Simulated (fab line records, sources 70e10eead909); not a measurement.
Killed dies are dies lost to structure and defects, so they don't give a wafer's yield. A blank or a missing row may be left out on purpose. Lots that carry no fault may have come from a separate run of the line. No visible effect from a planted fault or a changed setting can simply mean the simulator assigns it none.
A struck lot beside a sound one + flow nand-harc + 14 out of 1159 route steps
Sound: these wafers, L874.3, L874.4, L874.6. Struck: wafers L868.1, L868.3, L868.5. The cause comes at the end.
Each step with rows lists, per side, the tool, then ch with its chambers, then its first start. Under that, the readings that differ: sound wafers + struck wafers + difference of the means + sigmas: that difference in standard deviations of wafers without a fault.
alike: readings whose means differ by less than 2 such deviations, and words and numbers that are the same on both sides. not compared: withheld readings, readings that some wafer has no value for, bounds like >300 that may hide the same value, and numbers for which the record gives no deviation and whose values overlap.
A row with sigmas, a row that says differs or no value, or rows on one side alone: a step with any of these is where the two part. Numbers that don't overlap but have no deviation are shown without sigmas and don't part them. A reading that every wafer of one side lacks parts them only if that side has two wafers or more.

first, 8 steps without rows for these wafers: NHARC_A_SGD_CUT_COAT_56 (time 75 s); NHARC_A_SGD_CUT_COAT_57 (time 65 s); NHARC_A_SGD_CUT_COAT_03 (resist thk 90 nm); NHARC_A_SGD_CUT_SOFTBAKE_04 (time 55 s); NHARC_A_SGD_CUT_EBR_05; NHARC_A_SGD_CUT_EXPOSE_06 (exposes mask SGD); NHARC_A_SGD_CUT_PEB_07 (peb time 65 s); NHARC_A_SGD_CUT_DEVELOP_08 (develop time 35 s).
NHARC_A_SGD_CUT_CD_MEAS_09: the cd target is 100 nm.
  sound on cd-sem-02 ch 0, day 19 03:52; struck on cd-sem-01 ch 0, day 17 20:56
  alike: cd-nm
NHARC_A_SGD_CUT_OVL_MEAS_10:
  sound: overlay-02 at day 19 03:56; struck: overlay-01 at day 17 21:02
| reading           | sound          | struck      | difference | sigmas |
|-------------------|----------------|-------------|------------|--------|
| overlay-x-nm (nm) | -0.3 -0.3 -0.4 | 2.2 2.2 2.5 | +2.6       | +3     |
  alike: overlay-y-nm
NHARC_A_SGD_CUT_INSPECT_11:
  sound: defect-inspect-01 at day 19 03:59; struck: defect-inspect-01 at day 17 21:04
  alike: raw-defect-count
NHARC_A_SGD_CUT_DESCUM_14: chemistry O2, time 3 s.
  sound on rie-diel-04 ch 0,1,3, day 19 04:04; struck on rie-diel-02 ch 0,1, day 17 21:08
  alike: chamber-pressure-mTorr, drypump-motor-current-A, oes-product-au, rf-vpp-V, showerhead-plenum-p-Torr, throttle-valve-pct
  not compared: rf-hours-counter-h
NHARC_A_SGD_CUT_ETCH_58: etches the open film in CF4, target depth 39 nm, time 65 s.
  sound on rie-diel-04 ch 0,1, day 19 04:08; struck on rie-diel-02 ch 1,2, day 17 21:13
  no value came back on the struck wafers for any of 8 readings (bias-w (W), cf4-flow-sccm (sccm) and others); on the sound wafers bias-w (W) reads 100.24 100.33 100.18
  not compared: rf-hours-counter-h
NHARC_A_SGD_CUT_ETCH_59: etches the open film in N2/H2, target depth 260 nm, time 406.25 s.
  sound on rie-diel-04 ch 1,2,3; struck on rie-diel-02 ch 0,2, day 17 21:18
  alike: bias-w, chamber-pressure-mTorr, drypump-motor-current-A, oes-product-au, rf-vpp-V, showerhead-plenum-p-Torr, throttle-valve-pct
  not compared: rf-hours-counter-h

## WHERE THEY PART
Last at NHARC_A_SGD_CUT_ETCH_58 as far as this record goes, first at NHARC_A_SGD_CUT_OVL_MEAS_10. Later steps at which nothing parts them and some readings are alike: NHARC_A_SGD_CUT_ETCH_59.

WHY: whatever the simulator had introduced
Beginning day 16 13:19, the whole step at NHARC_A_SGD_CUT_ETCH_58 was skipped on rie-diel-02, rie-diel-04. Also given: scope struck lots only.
